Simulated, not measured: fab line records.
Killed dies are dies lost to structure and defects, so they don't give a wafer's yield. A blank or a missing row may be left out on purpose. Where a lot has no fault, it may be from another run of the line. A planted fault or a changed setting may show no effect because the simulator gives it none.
Which tool is to blame? + flow n5_finfet + 72 wafers from 24 lots sampled at 4 of the route's 1938 steps

== WHAT THE GAUGES READ, wafer by wafer ==
N5_BEOL_M5_INSPECT_58: inspects for defects (darkfield). Usual: raw_defect_count reads 74 (standard deviation 25).
| lot  | measured     | on                | raw_defect_count | flag |
|------|--------------|-------------------|------------------|------|
| L075 | day 8 20:43  | defect_inspect-01 | 126 94 58        |      |
| L074 | day 9 04:09  | defect_inspect-02 | 55 57 76         |      |
| L076 | day 9 03:58  | defect_inspect-02 | 90 65 110        |      |
| L077 | day 9 14:11  | defect_inspect-02 | 40 58 55         |      |
| L079 | day 10 07:17 | defect_inspect-02 | 84 73 61         |      |
| L078 | day 10 12:08 | defect_inspect-02 | 156 53 113       |      |
| L082 | day 10 13:45 | defect_inspect-01 | 59 78 119        |      |
| L080 | day 10 15:00 | defect_inspect-01 | 34 41 48         |      |
| L081 | day 10 19:49 | defect_inspect-01 | 41 33 62         |      |
| L083 | day 10 21:12 | defect_inspect-02 | 96 91 89         |      |
| L084 | day 10 23:16 | defect_inspect-02 | 41 54 37         |      |
| L085 | day 11 08:11 | defect_inspect-01 | 102 53 49        |      |
| L086 | day 11 20:34 | defect_inspect-01 | 82 90 46         |      |
| L087 | day 12 01:43 | defect_inspect-02 | 69 87 51         |      |
| L088 | day 12 07:44 | defect_inspect-02 | 111 94 105       |      |
| L089 | day 12 12:05 | defect_inspect-01 | 86 93 103        |      |
| L090 | day 12 18:14 | defect_inspect-01 | 99 73 122        |      |
| L091 | day 12 20:50 | defect_inspect-01 | 101 74 53        |      |
| L092 | day 13 02:52 | defect_inspect-02 | 124 71 71        |      |
| L095 | day 13 19:11 | defect_inspect-01 | 70 60 76         |      |
| L093 | day 13 22:13 | defect_inspect-02 | 98 50 62         |      |
| L094 | day 14 05:35 | defect_inspect-01 | 47 41 33         |      |
| L096 | day 14 09:48 | defect_inspect-01 | 59 86 68         |      |
| L097 | day 14 12:52 | defect_inspect-02 | 46 76 75         |      |

== EACH LOT AND THE TOOL THAT RAN IT (in order: tool; ch and the chambers of the sampled wafers; start) ==
| lot  | N5_BEOL_M5_ETCH_68                 | N5_BEOL_M5_PRE_CLEAN_45      | N5_BEOL_M5_ANNEAL_51             |
|------|------------------------------------|------------------------------|----------------------------------|
| L075 | rie_diel-05 ch 0,2, day 8 13:08    | pvd_sputter-03, day 8 14:36  | rtp_anneal-02 ch 0, day 8 19:51  |
| L074 | rie_diel-03 ch 2,3, day 8 19:13    | pvd_sputter-02, day 8 21:52  | rtp_anneal-02 ch 0, day 9 03:05  |
| L076 | rie_diel-06 ch 0,3, day 8 19:37    | pvd_sputter-02, day 8 21:56  | rtp_anneal-01 ch 0, day 9 03:05  |
| L077 | rie_diel-06 ch 0,1,2, day 9 05:46  | pvd_sputter-01, day 9 07:59  | rtp_anneal-01 ch 0, day 9 13:16  |
| L079 | rie_diel-06 ch 0,2,3, day 9 23:42  | pvd_sputter-03, day 10 00:49 | rtp_anneal-01 ch 0, day 10 06:16 |
| L078 | rie_diel-03 ch 0,2, day 10 05:13   | pvd_sputter-03, day 10 06:07 | rtp_anneal-02 ch 0, day 10 11:16 |
| L082 | rie_diel-06 ch 0,1, day 10 05:20   | pvd_sputter-02, day 10 06:34 | rtp_anneal-01 ch 0, day 10 12:58 |
| L080 | rie_diel-03 ch 0,1, day 10 05:37   | pvd_sputter-02, day 10 06:38 | rtp_anneal-02 ch 0, day 10 14:09 |
| L081 | rie_diel-06 ch 0,1, day 10 12:32   | pvd_sputter-02, day 10 13:46 | rtp_anneal-02 ch 0, day 10 18:55 |
| L083 | rie_diel-03 ch 0,1,2, day 10 12:59 | pvd_sputter-01, day 10 13:57 | rtp_anneal-02 ch 0, day 10 20:14 |
| L084 | rie_diel-05 ch 0,3, day 10 14:01   | pvd_sputter-03, day 10 16:16 | rtp_anneal-01 ch 0, day 10 22:23 |
| L085 | rie_diel-05 ch 0,1,3, day 10 23:20 | pvd_sputter-03, day 11 02:05 | rtp_anneal-01 ch 0, day 11 07:17 |
| L086 | rie_diel-05 ch 0,1,2, day 11 11:22 | pvd_sputter-01, day 11 12:33 | rtp_anneal-01 ch 0, day 11 18:10 |
| L087 | rie_diel-05 ch 0,1,3, day 11 17:12 | pvd_sputter-02, day 11 18:35 | rtp_anneal-02 ch 0, day 12 00:46 |
| L088 | rie_diel-06 ch 2,3, day 11 23:48   | pvd_sputter-01, day 12 01:10 | rtp_anneal-01 ch 0, day 12 06:53 |
| L089 | rie_diel-05 ch 1,2,3, day 12 03:00 | pvd_sputter-02, day 12 04:27 | rtp_anneal-02 ch 0, day 12 11:08 |
| L090 | rie_diel-03 ch 0,2,3, day 12 10:50 | pvd_sputter-03, day 12 11:43 | rtp_anneal-02 ch 0, day 12 17:25 |
| L091 | rie_diel-05 ch 0,1,2, day 12 13:25 | pvd_sputter-01, day 12 14:35 | rtp_anneal-01 ch 0, day 12 19:56 |
| L092 | rie_diel-06 ch 0,1,2, day 12 19:50 | pvd_sputter-02, day 12 20:46 | rtp_anneal-01 ch 0, day 13 01:56 |
| L095 | rie_diel-05 ch 0,1,3, day 13 11:50 | pvd_sputter-03, day 13 13:04 | rtp_anneal-02 ch 0, day 13 18:21 |
| L093 | rie_diel-05 ch 0,1, day 13 13:37   | pvd_sputter-02, day 13 14:35 | rtp_anneal-01 ch 0, day 13 21:20 |
| L094 | rie_diel-05 ch 3, day 13 21:37     | pvd_sputter-03, day 13 23:35 | rtp_anneal-01 ch 0, day 14 04:43 |
| L096 | rie_diel-06 ch 0,1,2, day 14 01:40 | pvd_sputter-03, day 14 03:38 | rtp_anneal-02 ch 0, day 14 08:55 |
| L097 | rie_diel-03 ch 1,2,3, day 14 03:04 | pvd_sputter-02, day 14 06:48 | rtp_anneal-02 ch 0, day 14 12:05 |
- N5_BEOL_M5_ETCH_68: etches SOC in N2/H2, target depth 80 nm, overetch 16 nm, time 120 s.
- N5_BEOL_M5_PRE_CLEAN_45: time 30 s.
- N5_BEOL_M5_ANNEAL_51: time 90 s.

== WHAT THE TOOLS THEMSELVES READ (means of the sampled wafers that have a number; where no wafer has one, the mark that the record gives instead) ==
N5_BEOL_M5_ETCH_68. Usual: drypump_motor_current_A 5.38 A, standard deviation 0.27; oes_product_au 0.61 a.u., standard deviation 0.076; rf_vpp_V 524.5 V, standard deviation 1.8; showerhead_plenum_p_Torr 2.57 Torr, standard deviation 0.064; throttle_valve_pct 17.84 %, standard deviation 0.29.
| lot  | tool        | drypump_motor_current_A (A) | oes_product_au (a.u.) | rf_vpp_V (V) | showerhead_plenum_p_Torr (Torr) | throttle_valve_pct (%) | flag |
|------|-------------|-----------------------------|-----------------------|--------------|---------------------------------|------------------------|------|
| L075 | rie_diel-05 | 5.25                        | 0.59                  | 524.7        | 2.62                            | 18.05                  |      |
| L074 | rie_diel-03 | 5.19                        | 0.53                  | 524.0        | 2.59                            | 18.18                  |      |
| L076 | rie_diel-06 | 5.17                        | 0.56                  | 525.2        | 2.63                            | 17.93                  |      |
| L077 | rie_diel-06 | 5.49                        | 0.62                  | 525.9        | 2.61                            | 17.95                  |      |
| L079 | rie_diel-06 | 5.43                        | 0.56                  | 523.9        | 2.59                            | 18.13                  |      |
| L078 | rie_diel-03 | 5.48                        | 0.53                  | 524.0        | 2.50                            | 17.91                  |      |
| L082 | rie_diel-06 | 5.22                        | 0.61                  | 526.3        | 2.65                            | 17.76                  |      |
| L080 | rie_diel-03 | 5.50                        | 0.59                  | 525.1        | 2.62                            | 17.57                  |      |
| L081 | rie_diel-06 | 5.19                        | 0.61                  | 526.5        | 2.64                            | 17.77                  |      |
| L083 | rie_diel-03 | 5.48                        | 0.56                  | 524.9        | 2.56                            | 17.75                  |      |
| L084 | rie_diel-05 | 5.22                        | 0.62                  | 524.2        | 2.56                            | 17.93                  |      |
| L085 | rie_diel-05 | 5.29                        | 0.65                  | 524.3        | 2.54                            | 17.74                  |      |
| L086 | rie_diel-05 | 5.39                        | 0.70                  | 524.9        | 2.57                            | 17.63                  |      |
| L087 | rie_diel-05 | 5.28                        | 0.65                  | 524.1        | 2.54                            | 17.74                  |      |
| L088 | rie_diel-06 | 5.70                        | 0.55                  | 522.7        | 2.54                            | 18.35                  |      |
| L089 | rie_diel-05 | 5.48                        | 0.63                  | 523.5        | 2.53                            | 17.68                  |      |
| L090 | rie_diel-03 | 5.46                        | 0.66                  | 523.5        | 2.54                            | 17.67                  |      |
| L091 | rie_diel-05 | 5.41                        | 0.69                  | 525.2        | 2.56                            | 17.64                  |      |
| L092 | rie_diel-06 | 5.46                        | 0.59                  | 524.5        | 2.60                            | 17.97                  |      |
| L095 | rie_diel-05 | 5.26                        | 0.64                  | 523.4        | 2.53                            | 17.77                  |      |
| L093 | rie_diel-05 | 5.34                        | 0.67                  | 522.5        | 2.52                            | 17.58                  |      |
| L094 | rie_diel-05 | 5.32                        | 0.54                  | 523.6        | 2.51                            | 18.02                  |      |
| L096 | rie_diel-06 | 5.46                        | 0.58                  | 525.4        | 2.60                            | 18.00                  |      |
| L097 | rie_diel-03 | 5.23                        | 0.65                  | 525.3        | 2.59                            | 17.73                  |      |

N5_BEOL_M5_PRE_CLEAN_45. Usual: heater_power_w reads 339 W (standard deviation 35).
| lot  | tool           | heater_power_w (W) | flag |
|------|----------------|--------------------|------|
| L075 | pvd_sputter-03 | 345                |      |
| L074 | pvd_sputter-02 | 369                |      |
| L076 | pvd_sputter-02 | 349                |      |
| L077 | pvd_sputter-01 | 337                |      |
| L079 | pvd_sputter-03 | 348                |      |
| L078 | pvd_sputter-03 | 322                |      |
| L082 | pvd_sputter-02 | 352                |      |
| L080 | pvd_sputter-02 | 355                |      |
| L081 | pvd_sputter-02 | 354                |      |
| L083 | pvd_sputter-01 | 319                |      |
| L084 | pvd_sputter-03 | 324                |      |
| L085 | pvd_sputter-03 | 301                |      |
| L086 | pvd_sputter-01 | 321                |      |
| L087 | pvd_sputter-02 | 337                |      |
| L088 | pvd_sputter-01 | 334                |      |
| L089 | pvd_sputter-02 | 365                |      |
| L090 | pvd_sputter-03 | 346                |      |
| L091 | pvd_sputter-01 | 320                |      |
| L092 | pvd_sputter-02 | 363                |      |
| L095 | pvd_sputter-03 | 353                |      |
| L093 | pvd_sputter-02 | 367                |      |
| L094 | pvd_sputter-03 | 301                |      |
| L096 | pvd_sputter-03 | 325                |      |
| L097 | pvd_sputter-02 | 367                |      |

N5_BEOL_M5_ANNEAL_51. Usual: wafer_temp_C_max reads 226.5 (standard deviation 0.31).
| lot  | tool          | wafer_temp_C_max | flag |
|------|---------------|------------------|------|
| L075 | rtp_anneal-02 | 226.5            |      |
| L074 | rtp_anneal-02 | 226.4            |      |
| L076 | rtp_anneal-01 | 226.8            |      |
| L077 | rtp_anneal-01 | 226.4            |      |
| L079 | rtp_anneal-01 | 226.6            |      |
| L078 | rtp_anneal-02 | 226.5            |      |
| L082 | rtp_anneal-01 | 226.3            |      |
| L080 | rtp_anneal-02 | 226.5            |      |
| L081 | rtp_anneal-02 | 226.5            |      |
| L083 | rtp_anneal-02 | 226.6            |      |
| L084 | rtp_anneal-01 | 226.8            |      |
| L085 | rtp_anneal-01 | 226.7            |      |
| L086 | rtp_anneal-01 | 226.7            |      |
| L087 | rtp_anneal-02 | 226.3            |      |
| L088 | rtp_anneal-01 | 226.6            |      |
| L089 | rtp_anneal-02 | 226.6            |      |
| L090 | rtp_anneal-02 | 226.2            |      |
| L091 | rtp_anneal-01 | 226.4            |      |
| L092 | rtp_anneal-01 | 226.7            |      |
| L095 | rtp_anneal-02 | 226.8            |      |
| L093 | rtp_anneal-01 | 226.5            |      |
| L094 | rtp_anneal-01 | 226.2            |      |
| L096 | rtp_anneal-02 | 226.6            |      |
| L097 | rtp_anneal-02 | 226.3            |      |

== THE ANSWER, worked out from the rows above alone ==
Rule: a lot is off if the mean of its wafers that have a number lies more than 3 standard deviations from the usual mean. A lot without any number at a reading at which 4 lots or more have one is off too. Where the step has rows for the other lots, those lots are counted as sound. Order of review: gauges by route order, followed by the tools' own readings, for which a lot's mean as printed above is used. The first step at which some lot is off is used, and at that step the reading that is off furthest; a lot without a number counts as furthest.
Nothing can be told from this: no lot is off at any reading shown.

== WHAT HAD BEEN PUT IN BY THE SIMULATOR ==
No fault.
